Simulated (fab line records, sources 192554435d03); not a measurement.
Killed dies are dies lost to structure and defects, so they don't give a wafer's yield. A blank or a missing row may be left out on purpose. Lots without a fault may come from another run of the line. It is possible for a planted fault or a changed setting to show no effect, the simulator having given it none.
Chamber matching :: flow n5 finfet :: rie diel-03 running N5_SD_EPI_N_ETCH_16: 4 sister chambers
The step etches SiO2 in CHF3/O2, target depth 5 nm. 7 wafers are shown with their chamber, then 7 later ones without.

== WAFERS PAIRED WITH THEIR CHAMBERS ==
wafer: L076.6
chamber: 2
drypump motor current A (A): 5.2
throttle valve pct (%): 19.14

wafer: L079.3
chamber: 1
drypump motor current A (A): 5.8
throttle valve pct (%): 18.62

wafer: L082.1
chamber: 0
drypump motor current A (A): 5.0
throttle valve pct (%): 18.77

wafer: L082.2
chamber: 3
drypump motor current A (A): 4.9
throttle valve pct (%): 19.11

wafer: L082.5
chamber: 0
drypump motor current A (A): 5.0
throttle valve pct (%): 18.78

wafer: L084.2
chamber: 1
drypump motor current A (A): 5.8
throttle valve pct (%): 18.62

wafer: L084.4
chamber: 3
drypump motor current A (A): 4.8
throttle valve pct (%): 19.09

== WAFERS MISSING THEIR CHAMBER ==
wafer: L084.6
drypump motor current A (A): 4.9
throttle valve pct (%): 19.10

wafer: L095.1
drypump motor current A (A): 4.9
throttle valve pct (%): 18.69

wafer: L095.5
drypump motor current A (A): 4.9
throttle valve pct (%): 18.69

wafer: L095.6
drypump motor current A (A): 5.0
throttle valve pct (%): 18.82

wafer: L097.1
drypump motor current A (A): 5.0
throttle valve pct (%): 18.84

wafer: L097.3
drypump motor current A (A): 5.2
throttle valve pct (%): 19.21

wafer: L097.5
drypump motor current A (A): 5.0
throttle valve pct (%): 18.83

== WHICH CHAMBER EACH WENT THROUGH ==
wafer: L084.6
from the rows above: 3
in truth: 3

wafer: L095.1
from the rows above: 0
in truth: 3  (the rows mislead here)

wafer: L095.5
from the rows above: 0
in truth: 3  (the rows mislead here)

wafer: L095.6
from the rows above: 0
in truth: 0

wafer: L097.1
from the rows above: 0
in truth: 0

wafer: L097.3
from the rows above: 2
in truth: 2

wafer: L097.5
from the rows above: 0
in truth: 0
Placed correctly: 5 of 7. Not placeable from these rows: 0. Placed wrongly: 2.
How it was worked out, from the rows above alone: a wafer's distance from a chamber is the root of the sum, over the readings, of the square of ((its reading less the chamber's mean) divided by the reading's scatter). The wafer belongs to the nearest chamber; if the next one is less than 2 further off, it can't be placed. A chamber's mean is the mean of its shown wafers. How the scatter is found: for the shown wafers, subtract from each reading the mean of its chamber, square and add these, divide the total by (wafers less chambers), then take the root.
